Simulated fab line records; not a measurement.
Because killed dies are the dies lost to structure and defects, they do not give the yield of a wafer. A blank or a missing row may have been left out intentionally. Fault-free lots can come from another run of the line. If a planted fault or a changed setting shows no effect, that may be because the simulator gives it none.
Chamber matching :: flow nand-harc :: pecvd-01 running NHARC_A_STAIRCASE_DEP_322: 3 sister chambers
The step deposits SiO2, target thk 7200 nm. 3 wafers are shown with their chamber, then 7 later ones without.

WAFERS, EACH WITH ITS CHAMBER
wafer: L084.3
chamber: 1
heater-power-w (W): 755

wafer: L091.1
chamber: 2
heater-power-w (W): 800

wafer: L091.2
chamber: 0
heater-power-w (W): 757

WAFERS WITH NO CHAMBER GIVEN
wafer: L091.6
heater-power-w (W): 694

wafer: L092.3
heater-power-w (W): 688

wafer: L092.4
heater-power-w (W): 683

wafer: L092.5
heater-power-w (W): 652

wafer: L095.2
heater-power-w (W): 759

wafer: L095.5
heater-power-w (W): 639

wafer: L095.6
heater-power-w (W): 690

CHAMBER TAKEN BY EACH
wafer: L091.6
from the rows above: can't be placed: 1 or 0 or 2
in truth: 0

wafer: L092.3
from the rows above: can't be placed: 1 or 0 or 2
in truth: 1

wafer: L092.4
from the rows above: can't be placed: 1 or 0 or 2
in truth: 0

wafer: L092.5
from the rows above: can't be placed: 1 or 0 or 2
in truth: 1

wafer: L095.2
from the rows above: can't be placed: 0 or 1 or 2
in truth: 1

wafer: L095.5
from the rows above: can't be placed: 1 or 0 or 2
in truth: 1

wafer: L095.6
from the rows above: can't be placed: 1 or 0 or 2
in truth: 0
Placed correctly: 0 of 7. From these rows, 7 cannot be placed; in 7 the true chamber is one of the candidates. Number placed wrongly: 0.
How it was worked out, from the rows above alone: a wafer's distance from a chamber is the root of the sum, over the readings, of the square of ((its reading less the chamber's mean) divided by the reading's scatter). If the next closest chamber is less than 2 further off than the closest, the wafer can't be placed; otherwise it belongs to the closest. For every chamber, the mean is computed from those of its wafers that are shown. The scatter: root of mean squared gap, hidden wafer to nearest shown wafer, with one shown wafer a chamber.
